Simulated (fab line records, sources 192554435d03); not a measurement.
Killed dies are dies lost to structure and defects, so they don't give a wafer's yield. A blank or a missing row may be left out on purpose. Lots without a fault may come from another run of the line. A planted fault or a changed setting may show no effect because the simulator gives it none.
fab line records | flow n5_finfet
record lots=6 wafers=18 last_day=17
route steps=1938 shown BEOL_M3@1009 BEOL_M4@1021 PASSIVATION@1936
lots that met no fault: from a run of the same line without faults
start_h: hours from the record's first day to the start of the lot's first wafer shown | wait_h: hours since the lot's step before | " the same as in the row above | L1.1+2: a row that stands for several wafers | - no value, or no start given | * or withheld: withheld | < > ~ a bound
route shown NAME@n: a module of which the file shows steps, and the number in the route of the first | usual: mean/standard deviation of fault-free wafers | same: alike in all rows | chamber/n: place in a boat | sites: the reading at each site | _std_site: their standard deviation | _edge_site: outer sites' mean less inner sites' | radius_mm: how far each site lies from the wafer's centre | mask NAME#n: copy n | behind: the tool/chamber that last shaped the wafer | hold: why the lot was held/for how many hours/how that ended | device: the transistor (n, p or np) that didn't switch | end of line: the same wafers' tests at the end of the route | a step without rows: its recipe alone | killed: dies lost to structure and defects at the first sort, not the wafer's yield | map: a wafer's dies, x killed, . not, _ none there
set.NAME: the setting as run; set.NAME@STEP: as run at that earlier step | model.NAME: the simulator's own value behind a step, which no gauge read
lots at some steps of the route; a table a step, a row a wafer
services: from which hour (start_h, from the record's first day; less than 0 if before it) a tool's chamber was out of use, for how many hours, and why
## steps
# step N5_BEOL_M3_ANNEAL_95
# recipe temp_c=400 time_s=240 ambient=vacuum
# step N5_BEOL_M3_SPUTTER_96
# recipe material=Cu target_thk_a=45 temp_c=-20 chamber_pressure_pa=0.07 power_w=withheld time_s=8.29
# usual throttle_valve_pct=29.4/0.78
# columns lot.wafer tool chamber start_h wait_h throttle_valve_pct
L361.1 pvd_sputter-02 - 198.84 0.1 29.8
L361.4 " - " " 29.8
L361.5 " - " " 29.0
L367.4 pvd_sputter-03 - 233.63 0.1 29.0
L367.5 " - " " 30.4
L367.6 " - " " 29.0
L368.2 pvd_sputter-01 - 250.00 0.1 28.1
L368.3 " - " " 31.6
L368.5 " - " " 27.9
L370.1 pvd_sputter-01 - 259.68 0.1 29.5
L370.2 " - " " 28.5
L370.5 " - " " 27.9
L376.1 pvd_sputter-02 - 290.32 0.1 29.7
L376.2 " - " " 29.1
L376.5 " - " " 29.7
L375.2 pvd_sputter-01 - 291.96 0.1 29.6
L375.4 " - " " 28.0
L375.6 " - " " 28.8
# step N5_BEOL_M3_ECD_50
# recipe material=Cu target_thk_a=3000
# step N5_BEOL_M3_ANNEAL_51
# recipe temp_c=225 time_s=90 ambient=N2
# usual anneal_temp_c_max=225.82/0.25 wafer_temp_C_max=226.5/0.33
# columns lot.wafer tool chamber start_h wait_h anneal_temp_c_max wafer_temp_C_max
L361.1 rtp_anneal-01 0 199.04 0.1 225.66 226.6
L361.4 " 0 " " 225.71 226.4
L361.5 " 0 " " 226.06 226.5
L367.4 rtp_anneal-01 0 234.05 0.3 225.82 226.2
L367.5 " 0 " " 225.53 226.9
L367.6 " 0 " " 225.66 226.1
L368.2 rtp_anneal-02 0 250.25 0.1 225.63 227.1
L368.3 " 0 " " 225.39 226.9
L368.5 " 0 " " 225.90 226.9
L370.1 rtp_anneal-01 0 260.11 0.3 225.46 226.7
L370.2 " 0 " " 225.68 226.8
L370.5 " 0 " " 225.64 226.4
L376.1 rtp_anneal-01 0 290.64 0.2 226.03 226.4
L376.2 " 0 " " 225.77 226.5
L376.5 " 0 " " 225.99 226.6
L375.2 rtp_anneal-01 0 292.82 0.7 225.57 225.9
L375.4 " 0 " " 225.43 226.2
L375.6 " 0 " " 225.41 226.0
# step N5_BEOL_M3_CMP_52
# recipe stop_on=SiOC t_overpolish_s=6.8 down_force_psi=1 platen_rpm=50 clearing_platen_down_force_psi=1.5 clearing_platen_rpm=50 post_cmp_clean=cu_alkaline target_thk_nm=40 clearing_platen_pad_velocity_m_s=0.99484 pad_velocity_m_s=0.99484
# usual barrier_field_endpoint_s=24.8/0.56 motor_current_A=6.3/0.75 overpolish_run_s=6.798/0.0089 pad_life_wafers=1064/630 time_to_endpoint_s=63.6/2.5
# columns lot.wafer tool chamber start_h wait_h barrier_field_endpoint_s motor_current_A overpolish_run_s pad_life_wafers time_to_endpoint_s
L361.4 cmp-04 1 199.37 0.2 25.7 6.3 6.803 1957 67.2
L361.1 " 3 " " 25.0 5.8 6.796 1959 65.2
L361.5 " 1 " " 24.8 6.5 6.791 - 66.3
L367.4 cmp-04 3 234.29 0.2 25.1 5.6 6.799 134 64.8
L367.6 " 1 " " 24.4 6.4 6.798 - 62.2
L367.5 " 2 " " 24.0 6.7 6.796 - 59.3
L368.3 cmp-02 1 250.54 0.2 25.0 6.7 6.805 1501 65.2
L368.2 " 2 " " 25.3 5.3 6.807 1502 65.8
L368.5 " 0 " " 25.8 5.3 6.805 - 65.9
L370.1 cmp-02 2 260.40 0.3 24.8 5.2 6.802 1608 64.4
L370.2 " 0 " " 23.4 5.3 6.801 1610 59.6
L370.5 " 3 " " 24.4 6.6 6.806 - 63.2
L376.2 cmp-04 3 290.94 0.2 23.9 5.6 6.813 384 64.0
L376.1 " 2 " " 24.5 6.5 6.797 387 65.1
L376.5 " 3 " " 24.9 5.4 6.795 - 65.2
L375.4 cmp-01 2 293.15 0.2 24.7 7.9 6.785 632 64.3
L375.2 " 3 " " 23.7 5.7 6.805 633 60.0
L375.6 " 0 " " 24.2 7.0 6.791 - 61.8
# step N5_BEOL_M3_THK_MEAS_53
# recipe thk_meas_gauge=xrf reads=Cu_of_BEOL_M3_ECD_50
# usual M3_THK=39.8/1.4
# columns lot.wafer tool chamber start_h wait_h M3_THK[nm]
L361.1 film_metro-02 - 199.63 - 39.5
L361.4 " - " " 41.2
L361.5 " - " " 40.4
L367.4 film_metro-02 - 234.51 - 38.8
L367.5 " - " " 39.3
L367.6 " - " " 39.6
L368.2 film_metro-02 - 250.80 - 41.3
L368.3 " - " " 40.0
L368.5 " - " " 40.2
L370.1 film_metro-01 - 260.70 - 40.3
L370.2 " - " " 41.4
L370.5 " - " " 41.7
L376.1 film_metro-02 - 291.24 - 37.2
L376.2 " - " " 38.4
L376.5 " - " " 38.8
L375.2 film_metro-01 - 293.37 - 37.7
L375.4 " - " " 40.0
L375.6 " - " " 39.5
# step N5_BEOL_M3_PRE_CLEAN_60
# recipe gas=NH3/H2 time_s=15 temp_c=* rf_power_w=300
# step N5_BEOL_M3_CO_CAP_55
# recipe material=Co target_thk_a=20 temp_c=200 precursor=CCTBA/H2 pressure_torr=30 time_s=102.1
# usual heater_power_w=219/16
# columns lot.wafer tool chamber start_h wait_h heater_power_w
L361.1 cvd_co-02 2 199.71 0.0 201
L361.4 " 1 " " 218
L361.5 " 0 " " 209
L367.4 cvd_co-01 2 234.62 0.0 253
L367.5 " 0 " " 239
L367.6 " 1 " " 227
L368.2 cvd_co-02 2 250.88 0.0 203
L368.3 " 0 " " 207
L368.5 " 2 " " 201
L370.1 cvd_co-02 1 260.85 0.0 229
L370.2 " 2 " " 198
L370.5 " 2 " " 201
L376.1 cvd_co-02 0 291.32 0.0 208
L376.2 " 2 " " 202
L376.5 " 1 " " 229
L375.2 cvd_co-02 1 293.44 0.0 227
L375.4 " 2 " " 202
L375.6 " 0 " " 210
# step N5_BEOL_M3_PRE_CLEAN_56
# recipe gas=NH3 time_s=15 temp_c=withheld rf_power_w=300
# step N5_BEOL_M3_DEP_57
# recipe material=SiCN target_thk_a=80 temp_c=withheld precursor=3MS/NH3 pressure_torr=3 rf_w=202 time_s=14
# usual showerhead_plenum_p_Torr=3.668/0.014 throttle_valve_pct=9.1/0.46
# columns lot.wafer tool chamber start_h wait_h showerhead_plenum_p_Torr throttle_valve_pct
L361.1 pecvd-04 1 199.82 0.0 3.646 9.7
L361.4 " 1 " " 3.638 9.8
L361.5 " 0 " " 3.671 9.3
L367.4 pecvd-02 2 234.72 0.0 3.649 8.4
L367.5 " 0 " " 3.689 9.3
L367.6 " 1 " " 3.656 8.8
L368.2 pecvd-02 0 250.99 0.0 3.687 9.3
L368.3 " 2 " " 3.659 8.2
L368.5 " 2 " " 3.664 8.4
L370.1 pecvd-01 1 260.97 0.0 3.680 8.8
L370.2 " 2 " " 3.678 8.3
L370.5 " 0 " " 3.651 9.6
L376.1 pecvd-04 2 291.43 0.0 3.680 9.4
L376.2 " 0 " " 3.665 9.2
L376.5 " 1 " " 3.641 9.6
L375.2 pecvd-02 1 293.56 0.0 3.663 8.6
L375.4 " 1 " " 3.666 8.9
L375.6 " 2 " " 3.654 8.6
# step N5_BEOL_M3_RS_MEAS_58
# recipe thk_meas_gauge=four-point-probe reads=Co_of_BEOL_M3_CO_CAP_55+Cu_of_BEOL_M3_ECD_50+Co_of_BEOL_M3_CVD_47+TaN_of_BEOL_M3_ALD_84
# usual M3_RS=0.658/0.03
# columns lot.wafer tool chamber start_h wait_h M3_RS[ohm/sq]
L361.1 film_metro-01 - 199.89 0.0 0.663
L361.4 " - " " 0.622
L361.5 " - " " 0.638
L367.4 film_metro-02 - 234.77 0.0 0.686
L367.5 " - " " 0.670
L367.6 " - " " 0.665
L368.2 film_metro-02 - 251.06 0.1 0.630
L368.3 " - " " 0.654
L368.5 " - " " 0.651
L370.1 film_metro-01 - 261.03 0.0 0.642
L370.2 " - " " 0.624
L370.5 " - " " 0.616
L376.1 film_metro-01 - 291.50 0.0 0.725
L376.2 " - " " 0.694
L376.5 " - " " 0.687
L375.2 film_metro-01 - 293.63 0.1 0.698
L375.4 " - " " 0.650
L375.6 " - " " 0.656
# step N5_BEOL_M3_INSPECT_59
# recipe inspect_instrument=darkfield mode=post_dep
# usual raw_defect_count=74/25
# columns lot.wafer tool chamber start_h wait_h raw_defect_count
L361.1 defect_inspect-02 - 199.91 0.0 94
L361.4 " - " " 73
L361.5 " - " " 73
L367.4 defect_inspect-01 - 234.80 0.0 52
L367.5 " - " " 56
L367.6 " - " " 24
L368.2 defect_inspect-02 - 251.09 0.0 64
L368.3 " - " " 56
L368.5 " - " " 40
L370.1 defect_inspect-01 - 261.06 0.0 61
L370.2 " - " " 51
L370.5 " - " " 54
L376.1 defect_inspect-01 - 291.52 0.0 61
L376.2 " - " " 72
L376.5 " - " " 56
L375.2 defect_inspect-01 - 293.65 0.0 83
L375.4 " - " " 92
L375.6 " - " " 83
# step N5_BEOL_M4_ILD_DEP_00
# recipe material=SiOC target_thk_a=790 temp_c=350 precursor=DEMS/O2 pressure_torr=5 rf_w=500 time_s=15.3
# usual heater_power_w=450/48 showerhead_plenum_p_Torr=5.699/0.016 susceptor_temp_C=350.03/0.2 throttle_valve_pct=12.1/0.47
# columns lot.wafer tool chamber start_h wait_h heater_power_w showerhead_plenum_p_Torr susceptor_temp_C throttle_valve_pct
L361.1 pecvd-01 0 199.95 0.0 452 5.680 349.90 12.4
L361.4 " 0 " " 446 5.681 349.56 12.4
L361.5 " 2 " " 551 5.725 350.03 11.5
L367.4 pecvd-04 0 234.85 0.1 361 5.703 350.02 12.2
L367.5 " 1 " " 397 5.660 349.98 13.0
L367.6 " 2 " " 479 5.709 349.96 11.9
L368.2 pecvd-04 2 251.12 0.0 445 5.724 349.93 12.1
L368.3 " 1 " " 434 5.679 350.38 12.8
L368.5 " 0 " " 422 5.706 350.54 12.3
L370.1 pecvd-01 2 261.10 0.0 525 5.712 350.02 11.1
L370.2 " 1 " " 435 5.701 352.69 11.6
L370.5 " 0 " " 488 5.694 350.38 12.7
L376.1 pecvd-04 0 291.56 0.0 380 5.703 349.83 12.2
L376.2 " 2 " " 405 5.710 349.92 12.3
L376.5 " 1 " " 369 5.685 350.14 12.7
L375.2 pecvd-01 1 293.69 0.0 457 5.709 352.51 11.9
L375.4 " 0 " " 424 5.691 349.93 12.7
L375.6 " 1 " " 471 5.706 352.89 11.7
# step N5_BEOL_M4_THK_MEAS_01
# recipe reads=SiOC_of_BEOL_M4_ILD_DEP_00
# usual M4_ILD_THK=79.3/0.9
# columns lot.wafer tool chamber start_h wait_h M4_ILD_THK[nm]
L361.1 film_metro-02 - 200.02 0.0 78.9
L361.4 " - " " 80.5
L361.5 " - " " 78.9
L367.4 film_metro-02 - 234.90 0.0 80.7
L367.5 " - " " 80.1
L367.6 " - " " 80.3
L368.2 film_metro-02 - 251.19 0.1 78.1
L368.3 " - " " 77.6
L368.5 " - " " 79.7
L370.1 film_metro-01 - 261.16 0.0 79.5
L370.2 " - " " 78.0
L370.5 " - " " 81.4
L376.1 film_metro-01 - 291.63 0.0 79.2
L376.2 " - " " 78.6
L376.5 " - " " 79.0
L375.2 film_metro-01 - 293.76 0.1 77.1
L375.4 " - " " 80.3
L375.6 " - " " 79.4
# step N5_BEOL_M4_RC_MEAS_101
# usual DIBL_N=36.4/1.5 DIBL_P=36.4/1.6 IOFF_N=0.164/0.025 IOFF_P=0.214/0.028 ION_N=675/9.9 ION_P=463/6.5 SS_N=71.5/0.5 SS_P=73.3/0.56 VT_N=249.2/2.7 VT_P=-250.1/2.8
# columns lot.wafer tool chamber start_h wait_h DIBL_N[mV/V] DIBL_P[mV/V] IOFF_N[nA/um] IOFF_P[nA/um] ION_N[uA/um] ION_P[uA/um] SS_N[mV/dec] SS_P[mV/dec] VT_N[mV] VT_P[mV]
L361.1 prober-01 0 213.64 0.0 35.2 37.3 0.144 0.237 664 468 71.5 73.5 250.2 -246.9
L361.4 " 0 " " 36.0 38.1 0.162 0.242 670 468 71.5 73.6 249.0 -245.3
L361.5 " 0 " " 34.1 35.8 0.127 0.208 657 460 71.7 73.1 253.1 -248.0
L367.4 prober-01 0 243.79 0.5 36.9 38.0 0.184 0.230 669 464 72.2 73.2 248.4 -245.9
L367.5 " 0 " " 37.1 39.4 0.187 0.242 674 466 72.0 73.8 249.5 -247.6
L367.6 " 0 " " 37.3 39.1 0.190 0.245 682 467 71.6 73.5 248.4 -248.2
L368.2 prober-02 0 265.09 0.2 36.7 35.9 0.172 0.212 678 460 71.6 73.2 250.0 -252.2
L368.3 " 0 " " 35.6 34.0 0.149 0.185 679 466 71.0 72.5 251.9 -249.8
L368.5 " 0 " " 35.6 34.0 0.141 0.182 669 457 71.2 72.2 252.1 -252.6
L370.1 prober-01 0 272.10 0.0 37.8 38.1 0.212 0.231 678 459 72.9 74.0 246.6 -248.4
L370.2 " 0 " " 36.8 37.4 0.203 0.221 691 466 71.4 73.9 245.9 -249.4
L370.5 " 0 " " 37.0 37.6 0.202 0.234 701 473 71.6 73.8 242.3 -246.5
L376.1 prober-02 0 303.08 0.0 37.1 35.9 0.165 0.203 675 460 71.3 73.4 249.8 -249.2
L376.2 " 0 " " 38.6 37.3 0.201 0.237 685 466 71.6 74.3 247.9 -247.4
L376.5 " 0 " " 36.7 35.5 0.166 0.198 673 454 71.4 73.5 246.7 -250.3
L375.2 prober-02 0 304.17 0.8 37.1 37.6 0.163 0.228 663 461 71.3 73.1 248.3 -248.4
L375.4 " 0 " " 37.7 39.5 0.195 0.269 686 470 71.9 74.1 247.5 -247.2
L375.6 " 0 " " 34.9 35.4 0.131 0.190 678 465 71.3 72.3 251.5 -250.0
# step N5_PASSIVATION_PROBE_49
# usual defect_limited_yield=91.1/1.4 killed_at_M0_to_M3=35/8.7 killed_at_M4_up=14/5.3 killed_at_contacts=12/6.2 killed_at_front_end=41/12 killed_at_other=3.4/2.6 killed_dies=105/16 killed_open=67/13 killed_short=36/7.3 sort_bin_5_function=5.2/0.96 sort_bin_6_memory=3.3/0.6 sort_n_pass=1075/16 sort_yield_pct=91.1/1.4
# same gross_dies=1180 killed_at_back_side=0 sort_bin_4_leakage[%]=0 sort_bin_8_speed[%]=0
# columns lot.wafer tool chamber start_h wait_h defect_limited_yield[%] killed_at_M0_to_M3 killed_at_M4_up killed_at_contacts killed_at_front_end killed_at_other killed_dies killed_open killed_short sort_bin_5_function[%] sort_bin_6_memory[%] sort_n_pass sort_yield_pct[%]
L367.4 prober-02 - 346.68 0.4 92.5 22 15 8 38 5 88 48 38 4.2 3.1 1092 92.5
L367.5 prober-02 - 346.73 0.5 90.8 48 17 7 35 1 108 64 42 5.3 3.6 1072 90.8
L367.6 prober-02 - 346.78 0.5 93.2 24 15 13 28 0 80 48 32 3.6 2.7 1100 93.2
# killed by level:class
L367.4 FIN_SAQP:geometric_particle:open=10 BEOL_M0_SAQP:geometric_particle:short=8 BEOL_M0_SAQP:geometric_particle:open=8 STI_FIN_REVEAL:geometric_particle:open=6 GATE_CUT:geometric_particle:short=6 MOL_CONTACT_COAG:geometric_particle:open=6 BEOL_M4:geometric_particle:short=6 STARTING-WAFER:geometric_particle:open=5
L367.5 BEOL_M0_SAQP:geometric_particle:open=17 BEOL_M0_SAQP:geometric_particle:short=15 STI_FIN_REVEAL:geometric_particle:open=12 FIN_SAQP:geometric_particle:short=6 MOL_CONTACT_COAG:geometric_particle:open=6 BEOL_M4:geometric_particle:open=6 BEOL_M1:geometric_particle:open=5 BEOL_M4:geometric_particle:short=5
L367.6 BEOL_M0_SAQP:geometric_particle:short=11 MOL_CONTACT_COAG:geometric_particle:open=10 STI_FIN_REVEAL:geometric_particle:open=9 BEOL_M1:geometric_particle:open=7 BEOL_M4:geometric_particle:open=7 GATE_CUT:geometric_particle:short=6 BEOL_M0_SAQP:geometric_particle:open=4 BEOL_M4:geometric_particle:short=4
## services
# columns tool chamber start_h hours kind
cmp-02 - 184.44 0.7 repair
pecvd-01 - 187.97 2.8 pm
cmp-04 - 191.17 5.9 repair
pecvd-01 2 202.38 - clean
pecvd-01 2 202.38 - consumable_replace:showerhead
pecvd-01 2 202.38 29.0 scheduled_down
pecvd-01 2 202.38 29.0 vent_cycle
cmp-04 - 214.02 4.0 pm
cmp-04 - 218.02 - consumable_replace:conditioner
cmp-04 - 218.02 - consumable_replace:pad
pecvd-04 2 218.76 5.5 scheduled_down
cmp-01 - 229.66 4.0 pm
cmp-01 - 233.66 - consumable_replace:conditioner
cmp-01 - 233.66 - consumable_replace:pad
cvd_co-02 - 240.62 0.5 repair
cmp-04 - 243.72 28.0 repair
cvd_co-01 - 262.89 14.6 pm
cmp-02 - 264.82 10.7 pm
pecvd-02 0 274.56 2.1 scheduled_down
pecvd-04 1 284.82 5.5 scheduled_down
## key
first_sign step=N5_BEOL_M4_ILD_DEP_00 reading=susceptor_temp_C direction=up sigmas=13 usual=* struck=*
effect none on later readings
met_at N5_BEOL_M4_ILD_DEP_00
struck_wafers L370.2,L375.2,L375.6
fault kind=process_parameter_drift tool=pecvd-01 chamber=1 onset_h=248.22 steps=N5_BEOL_M4_ILD_DEP_00 channel=temp_c offset=* shape=step end_h=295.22 acts_in=* stated=*
